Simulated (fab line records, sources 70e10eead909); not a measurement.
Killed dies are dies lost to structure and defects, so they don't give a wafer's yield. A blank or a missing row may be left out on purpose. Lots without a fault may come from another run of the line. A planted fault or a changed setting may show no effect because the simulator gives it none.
fab line records | flow nand_harc
record lots=24 wafers=72 last_day=29
route steps=1159 shown A_CONTACT@937 A_M1@1039
lots that met no fault: from a run of the same line without faults
start_h: hours from the record's first day to the start of the lot's first wafer shown | wait_h: hours since the lot's step before | " the same as in the row above | L1.1+2: a row that stands for several wafers | - no value, or no start given | * or withheld: withheld | < > ~ a bound
route shown NAME@n: a module of which the file shows steps, and the number in the route of the first | usual: mean/standard deviation of fault-free wafers | same: alike in all rows | chamber/n: place in a boat | sites: the reading at each site | _std_site: their standard deviation | _edge_site: outer sites' mean less inner sites' | radius_mm: how far each site lies from the wafer's centre | mask NAME#n: copy n | behind: the tool/chamber that last shaped the wafer | hold: why the lot was held/for how many hours/how that ended | device: the transistor (n, p or np) that didn't switch | end of line: the same wafers' tests at the end of the route | a step without rows: its recipe alone | killed: dies lost to structure and defects at the first sort, not the wafer's yield | map: a wafer's dies, x killed, . not, _ none there
set.NAME: the setting as run; set.NAME@STEP: as run at that earlier step | model.NAME: the simulator's own value behind a step, which no gauge read
steps of the route over a sample of lots; a table a step, a row a wafer
services: from which hour (start_h, from the record's first day; less than 0 if before it) a tool's chamber was out of use, for how many hours, and why
## steps
# step NHARC_A_CONTACT_INSPECT_10
# usual raw_defect_count=30/15
# columns lot.wafer tool chamber start_h wait_h raw_defect_count
L077.1 defect_inspect-01 - 463.65 0.0 14
L077.4 " - " " 28
L077.6 " - " " 18
L078.1 defect_inspect-02 - 466.28 0.0 14
L078.3 " - " " 9
L078.6 " - " " 16
L074.1 defect_inspect-02 - 472.70 0.0 19
L074.5 " - " " 19
L074.6 " - " " 30
L076.1 defect_inspect-01 - 473.49 0.0 6
L076.2 " - " " 8
L076.6 " - " " 10
L075.1 defect_inspect-01 - 479.23 0.0 44
L075.2 " - " " 32
L075.5 " - " " 57
L082.1 defect_inspect-01 - 486.30 0.0 15
L082.2 " - " " 18
L082.5 " - " " 8
L080.4 defect_inspect-01 - 487.79 0.0 27
L080.5 " - " " 27
L080.6 " - " " 28
L079.4 defect_inspect-02 - 493.14 0.0 13
L079.5 " - " " 16
L079.6 " - " " 18
L081.2 defect_inspect-01 - 493.83 0.0 39
L081.3 " - " " 32
L081.6 " - " " 42
L084.2 defect_inspect-01 - 496.80 0.0 30
L084.4 " - " " 37
L084.5 " - " " 32
L083.2 defect_inspect-01 - 499.66 0.0 30
L083.3 " - " " 40
L083.5 " - " " 35
L087.1 defect_inspect-02 - 508.46 0.0 54
L087.2 " - " " 49
L087.6 " - " " 52
L088.1 defect_inspect-02 - 524.77 0.0 36
L088.2 " - " " 49
L088.4 " - " " 43
L085.1 defect_inspect-01 - 526.15 0.0 13
L085.2 " - " " 18
L085.6 " - " " 21
L089.2 defect_inspect-02 - 527.30 0.0 37
L089.4 " - " " 43
L089.5 " - " " 22
L093.1 defect_inspect-02 - 534.61 0.0 48
L093.2 " - " " 33
L093.6 " - " " 42
L091.4 defect_inspect-02 - 540.93 0.0 43
L091.5 " - " " 40
L091.6 " - " " 33
L092.1 defect_inspect-02 - 541.56 0.0 13
L092.2 " - " " 9
L092.6 " - " " 10
L095.2 defect_inspect-01 - 542.18 0.0 54
L095.4 " - " " 64
L095.5 " - " " 53
L094.1 defect_inspect-02 - 544.70 0.0 32
L094.3 " - " " 17
L094.6 " - " " 25
L090.1 defect_inspect-02 - 545.91 0.0 26
L090.2 " - " " 24
L090.6 " - " " 34
L086.1 defect_inspect-01 - 557.08 0.0 44
L086.3 " - " " 56
L086.5 " - " " 63
L097.1 defect_inspect-01 - 565.98 0.0 14
L097.2 " - " " 12
L097.6 " - " " 17
L096.1 defect_inspect-01 - 570.68 0.0 46
L096.4 " - " " 50
L096.5 " - " " 38
# step NHARC_A_CONTACT_DESCUM_13
# recipe time_s=3 o2_flow_sccm=200 ar_flow_sccm=0 bias_power_w=0 chemistry=O2
# usual drypump_motor_current_A=5.8/0.58 oes_product_au=0.997/0.0083 rf_vpp_V=57.9/0.95 showerhead_plenum_p_Torr=1.92/0.082 throttle_valve_pct=11.311/0.0091
# columns lot.wafer tool chamber start_h wait_h drypump_motor_current_A oes_product_au rf_hours_counter_h rf_vpp_V showerhead_plenum_p_Torr throttle_valve_pct
L077.4 rie_diel-06 3 463.72 0.1 5.9 1.001 8 59.2 2.00 11.309
L077.1 " 1 " " 5.0 0.999 9 59.2 2.04 11.321
L077.6 " 3 " " 5.9 0.988 - 59.2 2.00 11.324
L078.3 rie_diel-05 2 466.51 0.2 6.5 0.996 51 56.4 1.97 11.321
L078.1 " 0 " " 5.3 0.979 54 57.2 1.90 11.307
L078.6 " 1 " " 6.1 0.988 - 56.9 1.86 11.320
L074.1 rie_diel-05 2 473.08 0.4 6.5 0.997 55 57.8 1.97 11.325
L074.5 " 1 " " 6.1 0.999 - 58.6 1.86 11.325
L074.6 " 2 " " 6.4 0.999 - 58.1 1.97 11.307
L076.2 rie_diel-05 1 473.57 0.1 6.1 1.004 52 58.1 1.86 11.310
L076.1 " 3 " " 5.5 0.993 54 56.9 1.81 11.302
L076.6 " 0 " " 5.2 0.992 - 59.8 1.90 11.309
L075.1 rie_diel-06 1 479.30 0.1 5.0 0.984 14 59.4 2.04 11.321
L075.2 " 3 " " 5.9 0.988 14 57.4 2.00 11.305
L075.5 " 0 " " 6.7 0.983 - 58.9 1.95 11.325
L082.2 rie_diel-04 0 486.37 0.1 6.4 1.010 3 58.1 1.82 11.340
L082.1 " 2 " " 6.4 1.007 5 57.4 1.92 11.306
L082.5 " 0 " " 6.4 1.008 - 58.2 1.82 11.303
L080.4 rie_diel-04 0 487.88 0.1 6.4 1.010 4 57.9 1.82 11.306
L080.5 " 1 " " 5.4 1.000 - 58.8 1.92 11.299
L080.6 " 2 " " 6.4 1.003 - 57.9 1.92 11.312
L079.4 rie_diel-06 2 493.20 0.1 5.3 1.010 16 56.9 1.80 11.301
L079.5 " 1 " " 5.0 0.998 - 58.1 2.03 11.300
L079.6 " 2 " " 5.3 0.998 - 58.9 1.80 11.304
L081.3 rie_diel-05 3 493.89 0.1 5.5 1.001 61 56.9 1.81 11.318
L081.2 " 1 " " 6.1 1.008 58 57.6 1.85 11.305
L081.6 " 3 " " 5.5 0.999 - 58.6 1.81 11.316
L084.4 rie_diel-06 2 496.87 0.1 5.3 1.016 17 57.5 1.80 11.307
L084.2 " 3 " " 5.9 1.007 17 57.0 2.00 11.297
L084.5 " 1 " " 5.0 0.996 - 58.3 2.03 11.312
L083.3 rie_diel-04 3 499.72 0.1 5.1 1.001 8 58.3 2.04 11.328
L083.2 " 1 " " 5.3 0.983 10 58.3 1.92 11.311
L083.5 " 2 " " 6.4 1.012 - 57.6 1.92 11.320
L087.1 rie_diel-06 2 508.52 0.1 5.3 1.007 18 58.2 1.79 11.308
L087.2 " 3 " " 5.9 0.993 18 58.0 1.99 11.315
L087.6 " 3 " " 5.9 1.005 - 59.1 1.99 11.308
L088.1 rie_diel-06 2 524.83 0.1 5.3 1.005 22 57.9 1.79 11.300
L088.4 " 0 " " 6.7 0.993 23 57.4 1.95 11.301
L088.2 " 1 " " 5.0 0.993 22 58.2 2.03 11.312
L085.1 rie_diel-06 2 526.25 0.1 5.3 1.005 22 58.1 1.79 11.309
L085.2 " 1 " " 5.0 0.987 23 58.8 2.03 11.296
L085.6 " 3 " " 5.8 0.982 - 58.6 1.99 11.312
L089.2 rie_diel-05 2 527.37 0.1 6.5 0.982 0 57.9 1.97 11.319
L089.4 " 3 " " 5.5 0.986 0 58.3 1.81 11.314
L089.5 " 1 " " 6.1 0.992 - 57.3 1.85 11.322
L093.2 rie_diel-05 0 534.67 0.1 5.2 0.992 3 57.0 1.90 11.314
L093.1 " 3 " " 5.5 0.989 3 58.0 1.81 11.312
L093.6 " 0 " " 5.2 0.995 - 57.5 1.90 11.305
L091.4 rie_diel-06 2 541.00 0.1 5.3 0.998 26 58.4 1.79 11.313
L091.5 " 0 " " 6.7 0.998 - 58.4 1.94 11.299
L091.6 " 1 " " 5.0 0.986 - 58.6 2.03 11.307
L092.2 rie_diel-04 3 541.64 0.1 5.1 1.000 27 58.6 2.03 11.301
L092.1 " 0 " " 6.4 1.007 26 55.3 1.81 11.305
L092.6 " 2 " " 6.4 1.003 - 58.4 1.91 11.311
L095.4 rie_diel-04 0 542.24 0.1 6.4 1.017 26 57.8 1.81 11.309
L095.2 " 2 " " 6.4 0.994 28 56.3 1.91 11.324
L095.5 " 0 " " 6.4 1.002 - 57.6 1.81 11.318
L094.1 rie_diel-06 3 544.77 0.1 5.9 0.996 27 59.2 1.99 11.307
L094.3 " 0 " " 6.7 0.996 27 59.4 1.94 11.316
L094.6 " 3 " " 5.8 0.992 - 59.0 1.99 11.311
L090.2 rie_diel-05 2 545.97 0.1 6.5 0.996 6 57.1 1.96 11.315
L090.1 " 1 " " 6.0 0.992 6 55.8 1.85 11.318
L090.6 " 3 " " 5.5 1.002 - 57.8 1.81 11.303
L086.3 rie_diel-06 0 557.15 0.1 6.7 1.000 30 58.6 1.94 11.311
L086.1 " 2 " " 5.3 1.004 29 56.3 1.79 11.313
L086.5 " 0 " " 6.7 1.005 - 59.3 1.94 11.290
L097.2 rie_diel-06 2 566.07 0.1 5.3 0.993 31 56.8 1.79 11.321
L097.1 " 3 " " 5.9 0.990 31 59.2 1.99 11.315
L097.6 " 0 " " 6.8 0.986 - 59.1 1.94 11.315
L096.1 rie_diel-05 0 570.76 0.1 5.2 1.000 19 59.2 1.89 11.305
L096.5 " 0 " " 5.3 0.993 - 58.4 1.89 11.326
L096.4 " 2 " " 6.4 1.005 - 57.1 1.96 11.301
# step NHARC_A_CONTACT_ETCH_30
# recipe target_depth_a=605 time_s=30.2 cf4_flow_sccm=100 chf3_flow_sccm=30 ar_flow_sccm=0 rf_w=500 bias_w=200 chemistry=CF4/CHF3
# usual cf4_flow_sccm=99.94/0.29 drypump_motor_current_A=5.8/0.57 oes_product_au=0.932/0.02 rf_vpp_V=370.7/2.3 showerhead_plenum_p_Torr=1.57/0.065 throttle_valve_pct=16.803/0.0087
# columns lot.wafer tool chamber start_h wait_h cf4_flow_sccm drypump_motor_current_A oes_product_au rf_hours_counter_h rf_vpp_V showerhead_plenum_p_Torr throttle_valve_pct
L077.1 rie_diel-06 3 - - 99.99 5.9 0.911 9 372.1 1.64 16.798
L077.4 " 2 " " 100.09 5.3 0.935 9 366.9 1.48 16.796
L077.6 " 3 " " 100.14 5.9 0.909 - 370.7 1.64 16.809
L078.3 rie_diel-05 2 - - 100.15 6.5 0.921 52 373.0 1.62 16.809
L078.1 " 0 " " 99.68 5.2 0.931 55 370.6 1.57 16.797
L078.6 " 1 " " 100.01 6.1 0.927 - 370.5 1.53 16.788
L074.1 rie_diel-05 3 - - 100.26 5.5 0.922 54 368.8 1.50 16.802
L074.6 " 3 " " 100.25 5.5 0.910 - 368.7 1.50 16.824
L074.5 " 0 " " 99.82 5.2 0.921 - 369.7 1.56 16.811
L076.2 rie_diel-05 2 - - 100.06 6.4 0.911 56 372.0 1.62 16.813
L076.1 " 0 " " 100.03 5.3 0.918 61 370.9 1.56 16.806
L076.6 " 2 " " 99.92 6.4 0.919 - 371.6 1.62 16.806
L075.2 rie_diel-06 2 - - 100.34 5.3 0.931 15 368.7 1.48 16.811
L075.1 " 0 " " 100.34 6.7 0.911 14 371.3 1.60 16.806
L075.5 " 2 " " 100.22 5.3 0.929 - 367.7 1.48 16.791
L082.2 rie_diel-04 2 - - 99.53 6.4 0.979 5 370.8 1.58 16.796
L082.1 " 0 " " 100.00 6.4 0.964 4 367.7 1.50 16.804
L082.5 " 3 " " 99.85 5.1 0.971 - 374.2 1.67 16.805
L080.4 rie_diel-04 2 - - 100.23 6.4 0.948 6 371.7 1.58 16.793
L080.5 " 3 " " 100.20 5.1 0.961 - 372.6 1.67 16.797
L080.6 " 0 " " 99.84 6.4 0.962 - 367.5 1.50 16.809
L079.4 rie_diel-06 2 - - 99.79 5.3 0.937 17 368.6 1.48 16.810
L079.6 " 1 " " 100.15 5.0 0.925 - 372.3 1.67 16.795
L079.5 " 2 " " 100.06 5.3 0.928 - 365.3 1.48 16.807
L081.3 rie_diel-05 2 - - 99.79 6.5 0.917 63 373.5 1.62 16.796
L081.2 " 1 " " 100.40 6.1 0.929 58 368.0 1.53 16.800
L081.6 " 3 " " 100.14 5.5 0.919 - 368.2 1.49 16.808
L084.2 rie_diel-06 0 - - 99.71 6.7 0.922 18 371.5 1.60 16.801
L084.4 " 3 " " 99.56 5.9 0.926 17 372.6 1.64 16.802
L084.5 " 0 " " 99.90 6.7 0.918 - 372.3 1.60 16.790
L083.3 rie_diel-04 1 - - 99.94 5.4 0.904 10 371.8 1.58 16.806
L083.2 " 2 " " 99.62 6.5 0.925 10 370.0 1.58 16.811
L083.5 " 0 " " 100.35 6.4 0.923 - 368.8 1.50 16.798
L087.2 rie_diel-06 2 - - 99.07 5.3 0.962 18 367.4 1.48 16.796
L087.1 " 0 " " 100.14 6.7 0.977 19 372.0 1.60 16.799
L087.6 " 3 " " 100.32 5.9 0.952 - 372.9 1.64 16.785
L088.4 rie_diel-06 3 - - 99.54 5.9 0.902 23 372.2 1.64 16.802
L088.2 " 0 " " 99.58 6.7 0.912 24 371.0 1.60 16.791
L088.1 " 1 " " 100.61 5.0 0.906 23 373.4 1.67 16.815
L085.1 rie_diel-06 3 - - 100.13 5.9 0.924 24 372.3 1.64 16.797
L085.2 " 1 " " 100.21 5.0 0.924 23 374.8 1.67 16.809
L085.6 " 2 " " 100.16 5.3 0.924 - 367.8 1.48 16.796
L089.2 rie_diel-05 2 - - 100.04 6.4 0.958 0 370.5 1.61 16.798
L089.4 " 0 " " 100.22 5.3 0.972 0 371.1 1.56 16.810
L089.5 " 3 " " 99.61 5.5 0.977 - 368.7 1.49 16.820
L093.2 rie_diel-05 0 - - 100.26 5.2 0.919 3 369.9 1.56 16.812
L093.1 " 3 " " 99.81 5.5 0.924 3 368.2 1.49 16.788
L093.6 " 1 " " 99.72 6.1 0.920 - 370.1 1.53 16.812
L091.4 rie_diel-06 0 - - 99.85 6.7 0.916 27 369.7 1.60 16.812
L091.6 " 1 " " 100.21 5.0 0.909 - 373.5 1.66 16.813
L091.5 " 2 " " 99.48 5.3 0.930 - 367.9 1.48 16.806
L092.2 rie_diel-04 1 - - 100.10 5.4 0.920 27 370.7 1.58 16.816
L092.1 " 3 " " 99.87 5.1 0.933 27 373.5 1.66 16.817
L092.6 " 1 " " 100.18 5.4 0.917 - 372.0 1.58 16.805
L095.2 rie_diel-04 1 - - 99.93 5.4 0.926 27 372.7 1.58 16.811
L095.4 " 3 " " 100.51 5.1 0.927 28 373.6 1.66 16.801
L095.5 " 2 " " 100.17 6.4 0.933 - 370.9 1.57 16.799
L094.1 rie_diel-06 0 - - 99.45 6.7 0.970 28 371.4 1.60 16.787
L094.3 " 1 " " 99.96 5.0 0.967 27 375.7 1.66 16.821
L094.6 " 3 " " 99.64 5.8 0.964 - 372.3 1.63 16.807
L090.1 rie_diel-05 1 - - 99.98 6.1 0.938 7 370.7 1.52 16.800
L090.2 " 2 " " 100.28 6.5 0.931 7 371.7 1.61 16.807
L090.6 " 0 " " 99.91 5.2 0.955 - 371.1 1.56 16.799
L086.3 rie_diel-06 2 - - 100.37 5.3 0.930 29 367.6 1.48 16.800
L086.1 " 3 " " 100.00 5.9 0.911 29 373.4 1.63 16.815
L086.5 " 1 " " 99.88 5.0 0.911 - 373.5 1.66 16.808
L097.1 rie_diel-06 2 - - 100.75 5.3 0.924 31 367.5 1.48 16.810
L097.2 " 3 " " 99.70 5.9 0.913 31 371.7 1.63 16.793
L097.6 " 1 " " 99.94 5.0 0.908 - 373.1 1.66 16.802
L096.1 rie_diel-05 3 - - 99.23 5.5 0.911 19 367.8 1.49 16.798
L096.4 " 0 " " 100.27 5.3 0.911 - 370.6 1.56 16.816
L096.5 " 2 " " 99.63 6.5 0.921 - 373.5 1.61 16.809
# step NHARC_A_CONTACT_INSPECT_23
# usual raw_defect_count=413/120
# columns lot.wafer tool chamber start_h wait_h raw_defect_count
L077.1 defect_inspect-01 - 493.77 0.1 367
L077.4 " - " " 251
L077.6 " - " " 275
L078.1 defect_inspect-01 - 501.04 0.1 388
L078.3 " - " " 381
L078.6 " - " " 396
L074.1 defect_inspect-01 - 506.21 0.1 462
L074.5 " - " " 552
L074.6 " - " " 424
L076.1 defect_inspect-01 - 506.90 0.1 552
L076.2 " - " " 509
L076.6 " - " " 550
L075.1 defect_inspect-02 - 508.84 0.1 317
L075.2 " - " " 420
L075.5 " - " " 409
L082.1 defect_inspect-01 - 510.65 0.1 481
L082.2 " - " " 330
L082.5 " - " " 471
L080.4 defect_inspect-01 - 517.56 0.1 327
L080.5 " - " " 359
L080.6 " - " " 598
L079.4 defect_inspect-01 - 524.24 0.1 323
L079.5 " - " " 363
L079.6 " - " " 366
L081.2 defect_inspect-01 - 524.94 0.1 483
L081.3 " - " " 399
L081.6 " - " " 349
L084.2 defect_inspect-02 - 524.99 0.1 471
L084.4 " - " " 294
L084.5 " - " " 331
L083.2 defect_inspect-02 - 531.28 0.1 381
L083.3 " - " " 364
L083.5 " - " " 483
L087.1 defect_inspect-02 - 536.45 0.1 382
L087.2 " - " " 459
L087.6 " - " " 348
L088.1 defect_inspect-02 - 549.25 0.1 476
L088.2 " - " " 356
L088.4 " - " " 276
L085.1 defect_inspect-02 - 549.59 0.1 500
L085.2 " - " " 441
L085.6 " - " " 524
L089.2 defect_inspect-02 - 550.02 0.1 363
L089.4 " - " " 669
L089.5 " - " " 559
L093.1 defect_inspect-01 - 554.13 0.1 500
L093.2 " - " " 365
L093.6 " - " " 352
L091.4 defect_inspect-01 - 555.30 0.1 234
L091.5 " - " " 252
L091.6 " - " " 291
L092.1 defect_inspect-02 - 556.04 0.1 391
L092.2 " - " " 349
L092.6 " - " " 323
L095.2 defect_inspect-02 - 560.70 0.1 313
L095.4 " - " " 349
L095.5 " - " " 586
L094.1 defect_inspect-02 - 565.79 0.1 401
L094.3 " - " " 411
L094.6 " - " " 428
L090.1 defect_inspect-02 - 566.50 0.1 313
L090.2 " - " " 375
L090.6 " - " " 271
L086.1 defect_inspect-01 - 581.45 0.1 296
L086.3 " - " " 335
L086.5 " - " " 234
L097.1 defect_inspect-02 - 592.61 0.1 485
L097.2 " - " " 750
L097.6 " - " " 657
L096.1 defect_inspect-01 - 596.58 0.1 304
L096.4 " - " " 392
L096.5 " - " " 331
# step NHARC_A_M1_DESCUM_14
# recipe time_s=3 o2_flow_sccm=200 ar_flow_sccm=0 bias_power_w=0 chemistry=O2
# usual drypump_motor_current_A=5.6/0.53 oes_product_au=0.999/0.0097 rf_vpp_V=57.8/0.98 showerhead_plenum_p_Torr=1.90/0.1 throttle_valve_pct=11.311/0.0093
# columns lot.wafer tool chamber start_h wait_h drypump_motor_current_A oes_product_au rf_hours_counter_h rf_vpp_V showerhead_plenum_p_Torr throttle_valve_pct
L077.1 rie_diel-10 2 529.10 0.1 5.6 0.984 14 59.5 2.02 11.312
L077.4 " 3 " " 4.8 0.987 14 57.6 1.78 11.305
L077.6 " 0 " " 5.9 1.001 - 58.2 1.92 11.323
L078.3 rie_diel-13 3 536.80 0.1 6.5 0.984 4 58.0 1.78 11.296
L078.1 " 0 " " 6.3 0.996 3 55.3 1.79 11.309
L078.6 " 0 " " 6.2 1.005 - 57.7 1.79 11.309
L074.1 rie_diel-13 0 540.15 0.1 6.3 0.996 4 58.4 1.79 11.324
L074.6 " 3 " " 6.4 1.006 - 56.6 1.78 11.313
L074.5 " 0 " " 6.3 0.995 - 58.0 1.79 11.313
L076.2 rie_diel-13 1 540.60 0.1 5.1 1.008 3 58.7 1.80 11.306
L076.1 " 3 " " 6.5 1.009 4 57.1 1.78 11.318
L076.6 " 1 " " 5.0 0.996 - 57.9 1.80 11.311
L075.1 rie_diel-10 3 541.55 0.1 4.8 0.981 0 57.4 1.78 11.306
L075.2 " 0 " " 5.9 1.007 0 57.9 1.92 11.310
L075.5 " 1 " " 5.3 0.984 - 58.6 1.98 11.310
L082.1 rie_diel-13 3 542.49 0.1 6.4 0.992 4 56.3 1.78 11.315
L082.2 " 0 " " 6.3 0.995 4 56.0 1.79 11.323
L082.5 " 2 " " 5.7 1.006 - 59.3 2.04 11.301
L080.4 rie_diel-10 2 549.11 0.1 5.7 0.989 1 59.1 2.02 11.310
L080.5 " 1 " " 5.3 0.992 - 58.2 1.98 11.300
L080.6 " 2 " " 5.7 0.992 - 57.6 2.02 11.299
L079.4 rie_diel-02 0 553.09 0.1 5.8 1.017 1 58.7 2.04 11.294
L079.5 " 3 " " 5.1 0.986 - 56.0 1.82 11.327
L079.6 " 0 " " 5.7 1.015 - 58.4 2.04 11.316
L081.2 rie_diel-02 2 553.65 0.1 4.8 1.007 1 57.4 1.85 11.328
L081.3 " 0 " " 5.7 1.020 1 59.0 2.04 11.317
L081.6 " 2 " " 4.8 1.006 - 58.1 1.85 11.324
L084.4 rie_diel-10 1 554.00 0.1 5.2 0.999 1 58.9 1.98 11.318
L084.2 " 2 " " 5.6 0.985 2 59.9 2.02 11.319
L084.5 " 2 " " 5.6 0.991 - 56.9 2.02 11.301
L083.3 rie_diel-10 3 555.14 0.1 4.8 0.979 1 57.9 1.78 11.305
L083.2 " 0 " " 5.9 0.992 1 57.6 1.92 11.300
L083.5 " 1 " " 5.3 0.987 - 56.7 1.98 11.316
L087.2 rie_diel-02 2 559.69 0.1 4.8 1.014 1 58.2 1.85 11.307
L087.1 " 1 " " 6.2 1.000 1 58.1 1.97 11.299
L087.6 " 3 " " 5.1 0.997 - 57.6 1.82 11.315
L088.1 rie_diel-13 1 583.38 0.1 5.1 1.007 6 55.3 1.80 11.313
L088.4 " 2 " " 5.7 1.001 7 57.3 2.04 11.316
L088.2 " 3 " " 6.4 1.000 7 58.1 1.78 11.314
L085.2 rie_diel-10 1 583.67 0.1 5.2 0.979 4 59.7 1.97 11.307
L085.1 " 0 " " 5.9 1.011 3 57.4 1.92 11.305
L085.6 " 2 " " 5.7 0.995 - 59.2 2.02 11.305
L089.2 rie_diel-10 0 584.76 0.1 5.9 1.006 3 58.3 1.92 11.301
L089.4 " 1 " " 5.2 0.990 4 57.5 1.97 11.309
L089.5 " 0 " " 5.9 1.004 - 58.6 1.92 11.307
L093.2 rie_diel-10 2 586.08 0.1 5.7 1.008 4 57.3 2.02 11.288
L093.1 " 3 " " 4.8 0.995 4 56.6 1.78 11.317
L093.6 " 2 " " 5.7 1.000 - 57.9 2.02 11.317
L091.4 rie_diel-02 2 586.26 0.1 4.8 1.012 - 57.0 1.85 11.299
L091.6 " 3 " " 5.0 0.994 - 59.8 1.82 11.324
L091.5 " 0 " " 5.7 1.010 - 58.0 2.04 11.308
L092.1 rie_diel-13 0 586.68 0.1 6.3 1.005 7 57.4 1.79 11.316
L092.2 " 1 " " 5.1 1.018 6 57.4 1.80 11.297
L092.6 " 2 " " 5.7 1.010 - 58.6 2.04 11.299
L095.2 rie_diel-10 1 590.50 0.1 5.3 0.995 4 59.1 1.97 11.303
L095.4 " 3 " " 4.8 0.984 4 56.5 1.78 11.301
L095.5 " 1 " " 5.3 0.987 - 59.7 1.97 11.307
L094.1 rie_diel-13 3 592.03 0.1 6.5 0.997 8 55.4 1.78 11.317
L094.3 " 0 " " 6.3 1.010 7 56.4 1.79 11.308
L094.6 " 2 " " 5.7 1.006 - 58.8 2.04 11.304
L090.1 rie_diel-10 3 596.96 0.1 4.8 0.997 4 57.6 1.78 11.311
L090.2 " 1 " " 5.3 1.007 5 57.7 1.97 11.310
L090.6 " 3 " " 4.8 0.993 - 57.3 1.78 11.310
L086.3 rie_diel-13 3 605.91 0.1 6.4 1.007 9 57.9 1.78 11.295
L086.1 " 1 " " 5.1 1.014 8 57.6 1.80 11.305
L086.5 " 3 " " 6.4 1.001 - 58.2 1.78 11.318
L097.2 rie_diel-10 1 616.57 0.1 5.3 1.011 7 57.8 1.97 11.320
L097.1 " 2 " " 5.7 0.998 9 59.2 2.02 11.315
L097.6 " 2 " " 5.7 0.994 - 58.7 2.02 11.305
L096.1 rie_diel-10 0 617.83 0.1 5.9 1.006 8 58.3 1.92 11.325
L096.4 " 2 " " 5.7 1.002 9 58.5 2.02 11.314
L096.5 " 1 " " 5.2 1.002 - 59.1 1.97 11.312
# step NHARC_A_M1_CMP_23
# recipe t_overpolish_s=20 target_thk_nm=154.34
# usual motor_current_A=12.1/1.3 time_to_endpoint_s=28.9/2.3
# same t_overpolish_s=20
# columns lot.wafer tool chamber start_h wait_h motor_current_A time_to_endpoint_s
L077.4 cmp-01 2 531.18 - 11.0 24.7
L077.1 " 0 " " 12.8 24.9
L077.6 " 3 " " 12.9 25.1
L078.3 cmp-03 3 539.22 - 15.4 28.3
L078.1 " 0 " " 9.9 31.3
L078.6 " 2 " " 10.8 28.5
L074.1 cmp-03 0 542.39 - 9.8 29.1
L074.6 " 2 " " 11.6 26.6
L074.5 " 3 " " 15.0 27.0
L076.2 cmp-01 0 542.73 - 11.8 30.9
L076.1 " 1 " " 13.4 29.0
L076.6 " 0 " " 12.5 29.2
L075.2 cmp-03 1 543.69 - 11.2 24.5
L075.1 " 2 " " 11.4 29.0
L075.5 " 3 " " 14.8 26.9
L082.1 cmp-01 3 544.67 - 13.4 30.2
L082.2 " 1 " " 13.0 27.9
L082.5 " 0 " " 12.7 27.3
L080.4 cmp-01 1 551.51 - 13.7 26.5
L080.6 " 0 " " 12.4 25.9
L080.5 " 1 " " 13.5 23.5
L079.4 cmp-03 0 555.20 - 9.6 30.4
L079.6 " 0 " " 9.2 29.7
L079.5 " 1 " " 10.7 26.7
L081.3 cmp-04 2 555.83 - 13.0 31.1
L081.2 " 3 " " 12.8 29.2
L081.6 " 1 " " 11.6 31.0
L084.2 cmp-03 2 556.11 - 11.1 26.3
L084.4 " 0 " " 9.9 28.8
L084.5 " 2 " " 12.0 28.5
L083.3 cmp-04 0 557.23 - 11.4 33.5
L083.2 " 1 " " 12.2 30.5
L083.5 " 1 " " 11.6 29.9
L087.2 cmp-04 2 561.97 - 13.0 30.9
L087.1 " 1 " " 11.6 31.1
L087.6 " 2 " " 13.0 32.6
L088.1 cmp-01 2 585.54 - 11.1 32.0
L088.2 " 3 " " 13.5 28.5
L088.4 " 1 " " 13.3 29.0
L085.1 cmp-04 2 585.81 - 12.8 28.3
L085.2 " 3 " " 12.1 26.8
L085.6 " 1 " " 11.2 30.5
L089.2 cmp-03 3 586.92 - 14.7 25.7
L089.4 " 0 " " 9.7 30.8
L089.5 " 1 " " 10.5 26.6
L093.2 cmp-04 0 588.16 - 11.4 32.4
L093.1 " 3 " " 12.4 30.5
L093.6 " 1 " " 11.6 29.7
L092.2 cmp-04 0 589.02 - 11.4 32.0
L092.1 " 1 " " 12.1 33.3
L092.6 " 3 " " 12.3 30.5
L091.4 cmp-04 0 589.19 - 11.4 33.0
L091.5 " 3 " " 11.7 29.1
L091.6 " 0 " " 12.0 31.0
L095.2 cmp-04 3 592.62 - 12.8 28.4
L095.4 " 0 " " 12.0 30.5
L095.5 " 3 " " 13.2 28.2
L094.3 cmp-04 3 594.26 - 12.3 27.6
L094.1 " 0 " " 11.8 29.7
L094.6 " 2 " " 13.2 27.6
L090.1 cmp-04 2 599.23 - 13.3 31.2
L090.2 " 1 " " 11.8 30.2
L090.6 " 3 " " 11.8 28.5
L086.1 cmp-03 3 608.07 - 15.5 29.1
L086.3 " 0 " " 9.1 31.4
L086.5 " 1 " " 10.7 25.4
L097.1 cmp-01 1 618.69 - 13.0 26.6
L097.2 " 0 " " 11.8 26.1
L097.6 " 1 " " 13.8 24.9
L096.1 cmp-03 3 620.01 - 14.7 29.1
L096.4 " 1 " " 10.4 27.2
L096.5 " 2 " " 11.0 28.8
## services
# columns tool chamber start_h hours kind
rie_diel-05 3 449.53 12.9 repair
cmp-03 - 450.05 4.0 pm
rie_diel-13 - 453.00 9.0 pm
rie_diel-04 3 461.57 8.7 repair
rie_diel-04 - 466.00 9.0 pm
rie_diel-05 1 481.75 4.3 repair
cmp-04 - 488.31 2.4 repair
cmp-04 - 497.14 4.0 pm
rie_diel-13 1 512.42 4.0 repair
rie_diel-05 - 518.18 9.0 pm
rie_diel-10 - 530.50 9.0 pm
cmp-04 - 556.50 0.4 repair
rie_diel-04 - 566.05 0.4 repair
rie_diel-05 1 567.24 5.5 repair
rie_diel-04 0 570.01 2.7 repair
rie_diel-06 1 574.00 25.0 repair
rie_diel-06 - 579.84 0.8 repair
rie_diel-05 1 581.50 1.8 repair
cmp-04 - 595.14 4.0 pm
rie_diel-06 - 595.70 9.0 pm
rie_diel-05 3 599.95 4.9 repair
rie_diel-10 1 601.31 6.1 repair
cmp-04 - 604.20 1.6 repair
rie_diel-05 2 604.59 3.4 repair
## key
fault none
